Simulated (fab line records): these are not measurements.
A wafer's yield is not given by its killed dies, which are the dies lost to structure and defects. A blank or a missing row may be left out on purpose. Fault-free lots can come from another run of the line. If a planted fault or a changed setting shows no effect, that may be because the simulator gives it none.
fab line records	flow n5-finfet
record lots=6	wafers=18	last-day=17
route steps=1938 shown BEOL_M11@1548 PASSIVATION@1936
lots untouched by any fault: they come from a run of this same line in which no faults occurred
start-h: start of the lot's first displayed wafer, in hours after the record's first day	wait-h: hours from the lot's prior step to this one	" unchanged from the row above	L1.1+2: several wafers, shown together as one row	- no value, or no start given	* or withheld: withheld	< > ~ a bound
route shown NAME@n: NAME is a module with steps in the file, n the number in the route of the first one	usual: the fault-free wafers' mean and standard deviation	same: alike in all rows	chamber/n: place in a boat	sites: readings site by site	_std_site: how widely they spread, as a standard deviation	_edge_site: outer sites' mean less inner sites'	radius-mm: how far each site lies from the wafer's centre	mask NAME#n: copy n	behind: the last tool/chamber to shape the wafer	hold: what put the lot on hold/how long, in hours/how the hold closed	device: the n, p or np transistor that did not switch	end of line: at the end of the route, the tests of the same wafers	a step with no rows: only its recipe	killed: count of dies lost to structure and defects at first sort (not the wafer's yield)	map: per-die view of a wafer (x killed, . not killed, _ where there is no die)
set.NAME: setting as actually run; set.NAME@STEP: the setting as run at that earlier step	model.NAME: the simulator's own value behind a step, which no gauge read
certain route steps with their lots: each step a table, each wafer a row
services: when a tool's chamber went out of use (start-h, in hours from the record's first day, below 0 if earlier), for how many hours, and the reason
## steps
# step N5_BEOL_M11_DEVELOP_10
# recipe develop-time-s=30	developer=TMAH	resist=CAR-ArF	rinse-liquid=diw	dry=air-spin	dev-temp-c=23
# step N5_BEOL_M11_CD_MEAS_11
# recipe target-cd-nm=64.1	landing-energy-ev=500	detector=se-inlens	polarity=opening
# usual cd-nm=64.1/0.56
lot.wafer	tool	chamber	start-h	wait-h	cd-nm
L857.1	cd-sem-02	0	230.30	-	64.4
L857.5	"	0	"	"	63.6
L857.6	"	0	"	"	63.9
L859.3	cd-sem-03	0	252.31	-	63.0
L859.5	"	0	"	"	64.3
L859.6	"	0	"	"	64.5
L869.2	cd-sem-02	0	321.73	-	63.4
L869.5	"	0	"	"	63.4
L869.6	"	0	"	"	63.3
L872.1	cd-sem-02	0	331.72	-	64.0
L872.2	"	0	"	"	64.6
L872.6	"	0	"	"	64.5
L874.1	cd-sem-02	0	354.61	-	63.9
L874.2	"	0	"	"	65.0
L874.6	"	0	"	"	64.9
L877.1	cd-sem-02	0	370.37	-	64.2
L877.2	"	0	"	"	63.8
L877.6	"	0	"	"	64.7
# step N5_BEOL_M11_OVL_MEAS_12
# recipe points-per-wafer=44
# usual M11_OVL=-0.6/0.92
# same points-per-wafer=44
lot.wafer	tool	chamber	start-h	wait-h	M11_OVL[nm]
L857.1	overlay-01	0	230.34	0.0	-1.8
L857.5	"	0	"	"	-1.9
L857.6	"	0	"	"	-2.7
L859.3	overlay-01	0	252.34	0.0	-1.1
L859.5	"	0	"	"	0.5
L859.6	"	0	"	"	-1.0
L869.2	overlay-01	0	321.76	0.0	0.0
L869.5	"	0	"	"	-0.2
L869.6	"	0	"	"	0.1
L872.1	overlay-02	0	331.75	0.0	-1.0
L872.2	"	0	"	"	-0.9
L872.6	"	0	"	"	-0.4
L874.1	overlay-01	0	354.64	0.0	-0.7
L874.2	"	0	"	"	-0.9
L874.6	"	0	"	"	-1.0
L877.1	overlay-02	0	370.40	0.0	-0.2
L877.2	"	0	"	"	-1.0
L877.6	"	0	"	"	-1.0
# step N5_BEOL_M11_INSPECT_13
# recipe mode=adi	inspect-instrument=brightfield
# usual raw-defect-count=409/98
lot.wafer	tool	chamber	start-h	wait-h	raw-defect-count
L857.1	defect-inspect-01	-	230.36	0.0	446
L857.5	"	-	"	"	336
L857.6	"	-	"	"	446
L859.3	defect-inspect-01	-	252.36	0.0	333
L859.5	"	-	"	"	377
L859.6	"	-	"	"	337
L869.2	defect-inspect-01	-	321.78	0.0	474
L869.5	"	-	"	"	455
L869.6	"	-	"	"	684
L872.1	defect-inspect-01	-	331.77	0.0	604
L872.2	"	-	"	"	544
L872.6	"	-	"	"	544
L874.1	defect-inspect-01	-	354.66	0.0	491
L874.2	"	-	"	"	530
L874.6	"	-	"	"	451
L877.1	defect-inspect-02	-	370.42	0.0	327
L877.2	"	-	"	"	369
L877.6	"	-	"	"	356
# step N5_BEOL_M11_DESCUM_16
# recipe chemistry=O2	time-s=7.9	source-power-w=50	bias-power-w=20	pressure-mtorr=20	rf-frequency-hz=2.712e+07	temp-c=40	resist=CAR-ArF	o2-flow-sccm=225
# usual chamber-pressure-mTorr=19.999/0.021	drypump-motor-current-A=5.7/0.38	oes-product-au=0.81/0.097	rf-vpp-V=243.6/1.2	showerhead-plenum-p-Torr=2.12/0.061	throttle-valve-pct=20.39/0.28
lot.wafer	tool	chamber	start-h	wait-h	chamber-pressure-mTorr	drypump-motor-current-A	oes-product-au	rf-hours-counter-h	rf-vpp-V	showerhead-plenum-p-Torr	throttle-valve-pct
L857.1	rie-diel-02	1	230.77	0.4	19.999	6.0	0.77	158	243.6	2.08	19.96
L857.5	"	3	"	"	19.980	5.6	0.70	-	244.7	2.16	20.47
L857.6	"	2	"	"	20.031	5.1	0.75	-	243.7	2.18	20.75
L859.3	rie-diel-06	2	252.56	0.2	20.019	6.1	0.75	169	243.9	2.19	20.73
L859.5	"	2	"	"	19.982	6.1	0.76	-	246.4	2.19	20.74
L859.6	"	1	"	"	19.997	5.8	0.71	-	244.6	2.16	20.72
L869.2	rie-diel-06	3	321.81	0.0	19.982	5.7	0.92	15	243.2	2.14	20.17
L869.5	"	3	"	"	20.017	5.7	0.92	-	244.0	2.14	20.16
L869.6	"	0	"	"	19.985	5.4	0.81	-	244.3	2.12	20.42
L872.1	rie-diel-06	2	331.81	0.0	19.990	6.1	0.73	196	244.6	2.18	20.77
L872.2	"	0	"	"	19.992	5.4	0.81	107	244.3	2.12	20.43
L872.6	"	3	"	"	20.029	5.7	0.92	-	244.7	2.14	20.19
L874.1	rie-diel-06	2	356.43	1.8	20.011	6.1	0.73	207	245.3	2.17	20.80
L874.2	"	0	"	"	19.974	5.4	0.81	116	243.6	2.12	20.44
L874.6	"	3	"	"	20.009	5.7	0.89	-	245.3	2.13	20.19
L877.1	rie-diel-03	1	370.45	0.0	19.993	5.5	0.89	35	241.6	2.02	20.05
L877.2	"	0	"	"	20.013	5.3	0.74	201	244.3	2.18	20.56
L877.6	"	1	"	"	19.980	5.5	0.89	-	243.0	2.02	20.05
# step N5_BEOL_M11_ETCH_61
# recipe chemistry=CF4	target=SiARC	target-depth-a=390	mask-material=CAR-ArF	time-s=65	ion-energy-ev=80	pressure-mtorr=40	source-w=545	bias-w=36	Ar_flow_sccm=100	cf4-flow-sccm=100	ends=cleared
# usual chamber-pressure-mTorr=40.00/0.039	drypump-motor-current-A=5.7/0.38	etch-rf-on-time-s=64.8/1.8	oes-product-au=0.69/0.085	rf-vpp-V=184.3/1.1	showerhead-plenum-p-Torr=2.17/0.056	throttle-valve-pct=15.58/0.25
lot.wafer	tool	chamber	start-h	wait-h	chamber-pressure-mTorr	drypump-motor-current-A	etch-rf-on-time-s	oes-product-au	rf-hours-counter-h	rf-vpp-V	showerhead-plenum-p-Torr	throttle-valve-pct
L857.1	rie-diel-02	1	230.81	0.0	39.98	6.0	63.1	0.65	158	183.6	2.14	15.27
L857.5	"	3	"	"	39.99	5.6	63.3	0.60	-	184.4	2.20	15.61
L857.6	"	2	"	"	39.97	5.1	66.6	0.62	-	184.7	2.23	15.93
L859.3	rie-diel-06	2	252.60	0.0	40.04	6.1	64.6	0.63	169	182.5	2.23	15.83
L859.5	"	2	"	"	39.95	6.1	64.4	0.63	-	185.0	2.23	15.85
L859.6	"	1	"	"	40.02	5.8	67.2	0.59	-	185.8	2.20	15.88
L869.2	rie-diel-06	3	321.85	0.0	39.98	5.7	62.6	0.80	15	183.1	2.19	15.36
L869.5	"	3	"	"	40.01	5.7	63.1	0.79	-	183.9	2.19	15.35
L869.6	"	0	"	"	40.03	5.4	66.0	0.68	-	183.9	2.16	15.54
L872.1	rie-diel-06	2	331.84	0.0	39.98	6.1	64.0	0.62	196	185.0	2.22	15.88
L872.2	"	0	"	"	40.07	5.4	65.8	0.67	107	183.3	2.16	15.55
L872.6	"	3	"	"	40.01	5.7	62.4	0.79	-	185.4	2.19	15.38
L874.1	rie-diel-06	2	356.47	0.0	40.02	6.1	63.7	0.61	207	183.6	2.21	15.93
L874.2	"	0	"	"	40.04	5.4	66.8	0.67	116	185.3	2.15	15.55
L874.6	"	3	"	"	40.02	5.7	63.3	0.76	-	184.9	2.18	15.40
L877.1	rie-diel-03	1	370.49	0.0	40.05	5.5	66.6	0.75	35	182.6	2.11	15.43
L877.2	"	0	"	"	39.98	5.3	67.8	0.62	201	185.9	2.22	15.76
L877.6	"	1	"	"	39.93	5.5	66.1	0.76	-	185.1	2.11	15.42
# step N5_BEOL_M11_ETCH_62
# recipe chemistry=N2/H2	target=SOC	target-depth-a=1100	overetch-a=220	mask-material=SiARC	temp-c=40	time-s=165	ion-energy-ev=200	pressure-mtorr=30	source-w=840	bias-w=150	n2-flow-sccm=200	h2-flow-sccm=200
# usual chamber-pressure-mTorr=29.999/0.028	drypump-motor-current-A=5.7/0.38	h2-flow-sccm=199.9/0.55	oes-product-au=0.68/0.078	rf-vpp-V=524.8/2	showerhead-plenum-p-Torr=2.58/0.07	throttle-valve-pct=17.79/0.25
lot.wafer	tool	chamber	start-h	wait-h	chamber-pressure-mTorr	drypump-motor-current-A	h2-flow-sccm	oes-product-au	rf-hours-counter-h	rf-vpp-V	showerhead-plenum-p-Torr	throttle-valve-pct
L857.1	rie-diel-02	1	230.86	0.0	30.017	6.1	200.4	0.64	158	524.4	2.56	17.56
L857.5	"	3	"	"	29.994	5.6	199.9	0.59	-	526.4	2.60	17.83
L857.6	"	2	"	"	29.991	5.1	199.4	0.63	-	526.4	2.63	18.02
L859.3	rie-diel-06	2	252.65	0.0	29.968	6.1	199.9	0.63	169	525.4	2.64	17.99
L859.5	"	2	"	"	30.015	6.1	199.6	0.63	-	527.2	2.64	18.01
L859.6	"	1	"	"	29.970	5.7	199.6	0.60	-	524.9	2.61	17.96
L869.2	rie-diel-06	3	321.90	0.0	29.985	5.7	199.7	0.78	15	525.5	2.62	17.64
L869.5	"	3	"	"	29.985	5.7	199.9	0.76	-	524.8	2.62	17.66
L869.6	"	0	"	"	29.996	5.4	199.2	0.67	-	524.6	2.57	17.73
L872.1	rie-diel-06	2	331.89	0.0	30.009	6.1	199.8	0.61	196	526.9	2.63	18.06
L872.2	"	0	"	"	30.007	5.3	198.8	0.68	107	524.7	2.56	17.75
L872.6	"	3	"	"	30.022	5.7	200.3	0.76	-	524.6	2.61	17.65
L874.1	rie-diel-06	2	356.52	0.0	30.034	6.1	198.9	0.60	207	525.4	2.62	18.08
L874.2	"	0	"	"	29.988	5.3	200.5	0.67	116	524.3	2.56	17.76
L874.6	"	3	"	"	29.980	5.7	199.1	0.75	-	524.9	2.61	17.68
L877.1	rie-diel-03	1	370.54	0.0	29.986	5.5	200.3	0.76	35	521.7	2.47	17.47
L877.2	"	0	"	"	30.070	5.3	200.3	0.63	201	526.6	2.64	18.00
L877.6	"	1	"	"	30.017	5.5	199.4	0.75	-	523.8	2.47	17.46
# step N5_BEOL_M11_STRIP_68
# recipe chemistry=N2/H2	temp-c=40	n2-flow-sccm=200	h2-flow-sccm=200	rf-frequency-hz=6e+07
# step N5_BEOL_M11_STRIP_67
# recipe chemistry=CF4	resist=SiARC	power-w=300	bias-power-w=75	pressure-mtorr=50	cf4-flow-sccm=150	rf-frequency-hz=6e+07
# usual chamber-pressure-mTorr=50.00/0.049	drypump-motor-current-A=5.7/0.39	oes-product-au=0.80/0.091	rf-vpp-V=271.6/1.1	showerhead-plenum-p-Torr=1.82/0.046	throttle-valve-pct=13.56/0.26
lot.wafer	tool	chamber	start-h	wait-h	chamber-pressure-mTorr	drypump-motor-current-A	oes-product-au	rf-hours-counter-h	rf-vpp-V	showerhead-plenum-p-Torr	throttle-valve-pct
L857.1	rie-diel-02	1	231.01	0.0	49.97	6.0	0.75	158	269.9	1.80	13.33
L857.5	"	3	"	"	50.02	5.6	0.70	-	271.9	1.85	13.66
L857.6	"	2	"	"	50.05	5.1	0.74	-	271.2	1.86	13.92
L859.3	rie-diel-06	2	252.79	0.0	49.94	6.1	0.74	169	272.0	1.87	13.83
L859.5	"	2	"	"	50.00	6.1	0.74	-	272.1	1.87	13.85
L859.6	"	1	"	"	49.99	5.8	0.72	-	271.7	1.85	13.89
L869.2	rie-diel-06	3	322.05	0.0	49.99	5.7	0.92	15	271.3	1.83	13.33
L869.5	"	3	"	"	50.07	5.7	0.90	-	272.2	1.83	13.34
L869.6	"	0	"	"	50.02	5.3	0.81	-	270.7	1.81	13.49
L872.1	rie-diel-06	2	332.04	0.0	50.10	6.0	0.72	196	272.9	1.86	13.91
L872.2	"	0	"	"	49.91	5.4	0.81	107	271.0	1.80	13.51
L872.6	"	3	"	"	50.03	5.7	0.90	-	272.2	1.83	13.31
L874.1	rie-diel-06	2	356.66	0.0	49.91	6.1	0.71	207	271.6	1.86	13.93
L874.2	"	0	"	"	50.06	5.3	0.79	116	272.1	1.80	13.50
L874.6	"	3	"	"	49.98	5.7	0.87	-	271.6	1.83	13.35
L877.1	rie-diel-03	1	370.68	0.0	49.92	5.5	0.89	35	270.2	1.77	13.35
L877.2	"	0	"	"	49.97	5.3	0.74	202	272.5	1.86	13.76
L877.6	"	1	"	"	50.04	5.5	0.89	-	269.8	1.77	13.36
# step N5_BEOL_M11_HM_OPEN_17
# recipe chemistry=Cl2/BCl3	target-depth-a=200	overetch-a=60	target=TiN	mask-material=SOC	ion-energy-ev=150	pressure-mtorr=10	icp-w=1000	bias-w=126	Cl2_flow_sccm=53.25	bcl3-flow-sccm=21.75	Ar_flow_sccm=25
# step N5_BEOL_M11_STRIP_19
# recipe chemistry=O2	power-w=400	temp-c=40	pressure-mtorr=30	rf-frequency-hz=6e+07	bias-power-w=0	overash-fraction=0.2	o2-flow-sccm=225
# usual chamber-pressure-mTorr=30.00/0.045	drypump-motor-current-A=5.7/0.42	oes-product-au=0.82/0.1	rf-vpp-V=3.7/0.64	showerhead-plenum-p-Torr=2.12/0.066	throttle-valve-pct=16.60/0.29
lot.wafer	tool	chamber	start-h	wait-h	chamber-pressure-mTorr	drypump-motor-current-A	oes-product-au	rf-hours-counter-h	rf-vpp-V	showerhead-plenum-p-Torr	throttle-valve-pct
L857.1	rie-diel-02	3	231.25	0.2	29.96	5.6	0.69	239	3.3	2.16	16.71
L857.5	"	3	"	"	30.06	5.6	0.70	-	3.8	2.16	16.70
L857.6	"	2	"	"	29.97	5.1	0.74	-	3.9	2.19	17.02
L859.3	rie-diel-03	3	253.13	0.2	30.03	5.5	0.72	222	3.5	2.06	16.79
L859.5	"	1	"	"	30.10	5.5	0.99	-	2.5	2.04	16.24
L859.6	"	2	"	"	30.01	5.8	0.94	-	3.6	2.07	16.55
L869.2	rie-diel-02	2	322.23	0.1	29.94	5.1	0.71	196	3.5	2.17	17.07
L869.5	"	1	"	"	29.98	6.0	0.73	-	4.1	2.07	16.33
L869.6	"	0	"	"	30.00	6.6	0.96	-	2.9	2.23	16.35
L872.1	rie-diel-02	1	332.29	0.2	30.00	6.0	0.74	188	3.7	2.07	16.33
L872.2	"	2	"	"	29.99	5.1	0.72	199	3.5	2.17	17.07
L872.6	"	0	"	"	30.02	6.5	0.93	-	3.2	2.23	16.37
L874.1	rie-diel-02	0	357.01	0.3	29.97	6.6	0.91	21	2.9	2.22	16.38
L874.2	"	3	"	"	30.04	5.6	0.92	25	3.1	2.15	16.26
L874.6	"	2	"	"	30.00	5.2	0.70	-	4.6	2.17	17.08
L877.1	rie-diel-02	3	370.84	0.1	30.03	5.6	0.93	29	3.9	2.15	16.27
L877.2	"	1	"	"	29.95	6.0	0.73	202	4.5	2.07	16.34
L877.6	"	3	"	"	29.98	5.6	0.93	-	3.1	2.15	16.26
# step N5_BEOL_M11_CD_MEAS_18
# recipe pitch-nm=140	target-cd-nm=70
# usual cd-nm=70.0/0.69
lot.wafer	tool	chamber	start-h	wait-h	cd-nm
L857.1	cd-sem-01	-	231.32	0.0	69.8
L857.5	"	-	"	"	69.8
L857.6	"	-	"	"	69.5
L859.3	cd-sem-03	-	253.21	0.1	69.6
L859.5	"	-	"	"	70.3
L859.6	"	-	"	"	70.0
L869.2	cd-sem-02	-	322.30	0.1	69.7
L869.5	"	-	"	"	69.6
L869.6	"	-	"	"	68.6
L872.1	cd-sem-02	-	332.36	0.0	69.8
L872.2	"	-	"	"	70.3
L872.6	"	-	"	"	70.8
L874.1	cd-sem-03	-	357.08	0.0	70.4
L874.2	"	-	"	"	70.3
L874.6	"	-	"	"	70.8
L877.1	cd-sem-01	-	370.91	0.0	70.2
L877.2	"	-	"	"	69.5
L877.6	"	-	"	"	70.5
# step N5_BEOL_M11_COAT_63
# recipe resist=SOC	temp-c=250	time-s=60	spin-rpm=1500	resist-thk-nm=100
# usual heater-power-total-W=500.4/1.8	plate-temp-C=249.99/0.18
lot.wafer	tool	chamber	start-h	wait-h	heater-power-total-W	plate-temp-C	model.SOC_of_BEOL_M11_COAT_63.thk-nm
L857.1	litho-track-05	0	231.44	0.1	499.4	249.95	99.4
L857.5	"	0	"	"	498.2	250.13	99.4
L857.6	"	0	"	"	499.8	250.18	99.4
L859.3	litho-track-01	0	253.33	0.1	503.0	250.32	99.4
L859.5	"	0	"	"	501.0	250.14	99.4
L859.6	"	0	"	"	500.8	250.06	99.6
L869.2	litho-track-01	0	322.33	0.0	499.8	250.01	100.2
L869.5	"	0	"	"	502.2	250.13	100
L869.6	"	0	"	"	502.3	250.23	100.2
L872.1	litho-track-05	0	334.10	1.7	497.7	249.88	100
L872.2	"	0	"	"	501.8	250.07	99.8
L872.6	"	0	"	"	502.8	249.77	99.8
L874.1	litho-track-01	0	357.13	0.0	443.4	227.95	101.8
L874.2	"	0	"	"	448.0	227.78	101.4
L874.6	"	0	"	"	446.6	227.89	101.8
L877.1	litho-track-01	0	371.00	0.1	444.0	228.21	101.6
L877.2	"	0	"	"	443.3	228.11	101.4
L877.6	"	0	"	"	443.4	228.32	101.6
# step N5_BEOL_M11_COAT_64
# recipe resist=SiARC	temp-c=220	time-s=60	spin-rpm=1500	resist-thk-nm=30
# usual heater-power-total-W=427.7/2.2	plate-temp-C=220.01/0.16
lot.wafer	tool	chamber	start-h	wait-h	heater-power-total-W	plate-temp-C	model.SOC_of_BEOL_M11_COAT_63.thk-nm
L857.1	litho-track-05	0	-	-	424.5	220.17	99.4
L857.5	"	0	"	"	425.7	220.14	99.4
L857.6	"	0	"	"	430.3	220.07	99.4
L859.3	litho-track-01	0	-	-	426.6	219.70	99.4
L859.5	"	0	"	"	426.0	219.84	99.4
L859.6	"	0	"	"	425.2	219.81	99.6
L869.2	litho-track-01	0	-	-	427.3	219.76	100.2
L869.5	"	0	"	"	424.2	219.90	100
L869.6	"	0	"	"	424.9	219.66	100.2
L872.1	litho-track-05	0	-	-	426.7	220.13	100
L872.2	"	0	"	"	427.4	219.81	99.8
L872.6	"	0	"	"	429.4	219.98	99.8
L874.1	litho-track-01	0	-	-	426.9	220.07	100.8
L874.2	"	0	"	"	427.2	219.81	100.4
L874.6	"	0	"	"	425.1	219.94	100.8
L877.1	litho-track-01	0	-	-	428.7	219.81	100.4
L877.2	"	0	"	"	431.0	220.06	100.4
L877.6	"	0	"	"	430.7	219.94	100.6
# step N5_BEOL_M11_COAT_22
# recipe resist=CAR-ArF	spin-rpm=1500	resist-thk-nm=90
# step N5_PASSIVATION_PROBE_49
# usual defect-limited-yield=91.3/1.4	killed_at_M0_to_M3=34/9.2	killed_at_M4_up=13/5.3	killed-at-contacts=12/6	killed-at-front-end=39/12	killed-at-other=4/3.3	killed-dies=102/17	killed-open=67/12	killed-short=34/7.4	sort_bin_4_leakage=0.00/0.014	sort_bin_5_function=5.1/1	sort_bin_6_memory=3.2/0.6	sort-n-pass=1078/17	sort-yield-pct=91.3/1.4
# same gross-dies=1180	killed-at-back-side=0	sort_bin_8_speed[%]=0
lot.wafer	tool	chamber	start-h	wait-h	defect-limited-yield[%]	killed_at_M0_to_M3	killed_at_M4_up	killed-at-contacts	killed-at-front-end	killed-at-other	killed-dies	killed-open	killed-short	sort_bin_4_leakage[%]	sort_bin_5_function[%]	sort_bin_6_memory[%]	sort-n-pass	sort-yield-pct[%]
L859.3	prober-02	-	298.40	0.1	92.6	25	15	10	35	2	87	59	26	0	4.4	2.9	1093	92.6
L859.5	prober-02	-	298.50	0.2	92.8	31	11	5	32	6	85	53	32	0	4.1	2.9	1095	92.8
L859.6	prober-02	-	298.55	0.3	91.9	35	11	10	37	2	95	61	32	0	5.2	2.6	1085	91.9
L869.2	prober-01	-	375.14	0.1	92.2	30	22	10	28	2	92	62	21	0	4.1	2.9	1088	92.2
L869.6	prober-01	-	375.34	0.3	90.8	44	16	9	36	3	108	70	32	0	5.4	3.1	1072	90.8
L872.1	prober-02	-	379.85	0.0	92.2	29	8	13	39	3	92	58	34	0	4.4	3.1	1088	92.2
L872.2	prober-02	-	379.90	0.1	91.6	19	15	25	39	1	99	69	30	0	4.1	4.2	1081	91.6
L872.6	prober-02	-	380.10	0.3	89.9	27	22	14	55	1	119	65	47	0	6.0	3.2	1061	89.9
L877.1	prober-02	-	415.01	0.0	92.6	17	17	17	36	0	87	49	35	0	3.6	3.1	1093	92.6
L877.2	prober-02	-	415.06	0.1	90.4	50	7	14	41	1	113	73	38	0	5.2	3.8	1067	90.4
L877.6	prober-02	-	415.26	0.3	90.9	29	14	6	58	0	107	63	40	0	4.2	3.8	1073	90.9
# killed by level:class
L859.3 STI_FIN_REVEAL:geometric-particle:open=12 FIN_SAQP:geometric-particle:short=8 MOL_CONTACT_COAG:geometric-particle:open=8 FIN_SAQP:geometric-particle:open=7 BEOL_M0_SAQP:geometric-particle:short=6 BEOL_M3:geometric-particle:open=5 BEOL_M5:geometric-particle:open=4 BEOL_M1:geometric-particle:open=4
L859.5 BEOL_M0_SAQP:geometric-particle:short=11 BEOL_M0_SAQP:geometric-particle:open=8 STI_FIN_REVEAL:geometric-particle:open=6 BEOL_M1:geometric-particle:open=6 DUMMY_GATE:geometric-particle:open=5 FIN_SAQP:geometric-particle:short=4 STI_FIN_REVEAL:geometric-particle:short=4 BEOL_M5:geometric-particle:open=4
L859.6 BEOL_M0_SAQP:geometric-particle:open=12 FIN_SAQP:geometric-particle:short=9 BEOL_M0_SAQP:geometric-particle:short=9 BEOL_M1:geometric-particle:open=8 MOL_CONTACT_COAG:geometric-particle:open=8 FIN_SAQP:geometric-particle:open=5 ILD0:geometric-particle:open=4 GATE_CUT:geometric-particle:short=4
L869.2 BEOL_M4:geometric-particle:open=12 MOL_CONTACT_COAG:geometric-particle:open=10 HKMG_FIN:area-etch=9 BEOL_M3:geometric-particle:open=7 BEOL_M0_SAQP:geometric-particle:short=6 BEOL_M1:geometric-particle:open=5 BEOL_M2:geometric-particle:open=5 STI_FIN_REVEAL:geometric-particle:open=4
L869.6 BEOL_M2:geometric-particle:open=18 BEOL_M0_SAQP:geometric-particle:open=9 BEOL_M4:geometric-particle:open=9 BEOL_M0_SAQP:geometric-particle:short=8 FIN_SAQP:geometric-particle:open=6 MOL_CONTACT_COAG:geometric-particle:open=6 STI_FIN_REVEAL:geometric-particle:open=5 GATE_CUT:geometric-particle:short=5
L872.1 FIN_SAQP:geometric-particle:open=12 FIN_SAQP:geometric-particle:short=9 MOL_CONTACT_COAG:geometric-particle:open=9 BEOL_M2:geometric-particle:open=9 DUMMY_GATE:geometric-particle:open=6 BEOL_M2:geometric-particle:short=6 GATE_CUT:geometric-particle:short=4 MOL_CONTACT_COAG:geometric-particle:short=4
L872.2 MOL_CONTACT_COAG:geometric-particle:open=23 FIN_SAQP:geometric-particle:short=11 FIN_SAQP:geometric-particle:open=8 BEOL_M2:geometric-particle:open=8 STI_FIN_REVEAL:geometric-particle:open=6 BEOL_M4:geometric-particle:open=4 DUMMY_GATE:geometric-particle:open=3 GATE_CUT:geometric-particle:short=3
L872.6 FIN_SAQP:geometric-particle:short=12 FIN_SAQP:geometric-particle:open=11 MOL_CONTACT_COAG:geometric-particle:open=9 BEOL_M2:geometric-particle:open=8 DUMMY_GATE:geometric-particle:open=8 BEOL_M5:geometric-particle:open=6 HKMG_FIN:area-etch=6 MOL_CONTACT_COAG:geometric-particle:short=5
L877.1 FIN_SAQP:geometric-particle:short=12 MOL_CONTACT_COAG:geometric-particle:open=12 FIN_SAQP:geometric-particle:open=9 BEOL_M0_SAQP:geometric-particle:open=6 MOL_CONTACT_COAG:geometric-particle:short=5 BEOL_M4:geometric-particle:open=5 BEOL_M0_SAQP:geometric-particle:short=4 BEOL_M3:geometric-particle:open=3
L877.2 BEOL_M0_SAQP:geometric-particle:open=16 FIN_SAQP:geometric-particle:short=15 MOL_CONTACT_COAG:geometric-particle:open=10 BEOL_M3:geometric-particle:open=10 FIN_SAQP:geometric-particle:open=9 BEOL_M0_SAQP:geometric-particle:short=7 BEOL_M2:geometric-particle:open=7 BEOL_M1:geometric-particle:open=5
L877.6 FIN_SAQP:geometric-particle:open=16 FIN_SAQP:geometric-particle:short=11 BEOL_M0_SAQP:geometric-particle:open=9 STI_FIN_REVEAL:geometric-particle:open=8 BEOL_M0_SAQP:geometric-particle:short=8 STARTING-WAFER:geometric-particle:short=6 MOL_CONTACT_COAG:geometric-particle:open=4 BEOL_M3:geometric-particle:open=4
## services
tool	chamber	start-h	hours	kind
rie-diel-03	1	223.29	-	clean
rie-diel-03	1	223.29	-	consumable-replace:focus-ring
rie-diel-03	1	223.29	20.4	scheduled-down
rie-diel-03	1	223.29	20.4	vent-cycle
rie-diel-06	3	250.46	-	clean
rie-diel-06	3	250.46	-	consumable-replace:focus-ring
rie-diel-06	3	250.46	18.2	scheduled-down
rie-diel-06	3	250.46	18.2	vent-cycle
rie-diel-02	3	261.39	-	clean
rie-diel-02	3	261.39	-	consumable-replace:focus-ring
rie-diel-02	3	261.39	21.8	scheduled-down
rie-diel-02	3	261.39	21.8	vent-cycle
rie-diel-02	0	283.23	-	clean
rie-diel-02	0	283.23	-	consumable-replace:focus-ring
rie-diel-02	0	283.23	-	consumable-replace:showerhead
rie-diel-02	0	283.23	12.3	scheduled-down
rie-diel-02	0	283.23	12.3	vent-cycle
rie-diel-06	1	305.63	-	clean
rie-diel-06	1	305.63	-	consumable-replace:focus-ring
rie-diel-06	1	305.63	18.3	scheduled-down
rie-diel-06	1	305.63	18.3	vent-cycle
rie-diel-02	-	315.59	2.8	pm
rie-diel-03	-	343.13	14.6	pm
rie-diel-06	1	352.47	9.0	repair
## key
first-sign step=N5_BEOL_M11_COAT_63	reading=plate-temp-C	direction=down	sigmas=99+	usual=*	struck=*
effect step=N5_BEOL_M11_COAT_63	reading=heater-power-total-W	direction=down	sigmas=31	usual=*	struck=*
model-effect step=N5_BEOL_M11_COAT_63	value=SOC_of_BEOL_M11_COAT_63.thk-nm	without=100.1	struck=101.6
model-effect step=N5_BEOL_M11_COAT_64	value=SOC_of_BEOL_M11_COAT_63.thk-nm	without=100.1	struck=100.6
met-at N5_BEOL_M11_COAT_63
struck-wafers L874.1,L874.2,L874.6,L877.1,L877.2,L877.6
onset-between 322.33 357.13
fault kind=process-parameter-drift	tool=litho-track-01	chamber=-	onset-h=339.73	steps=N5_BEOL_M11_COAT_63	channel=temp-c	offset=*	shape=step	end-h=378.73	acts-in=*	stated=*
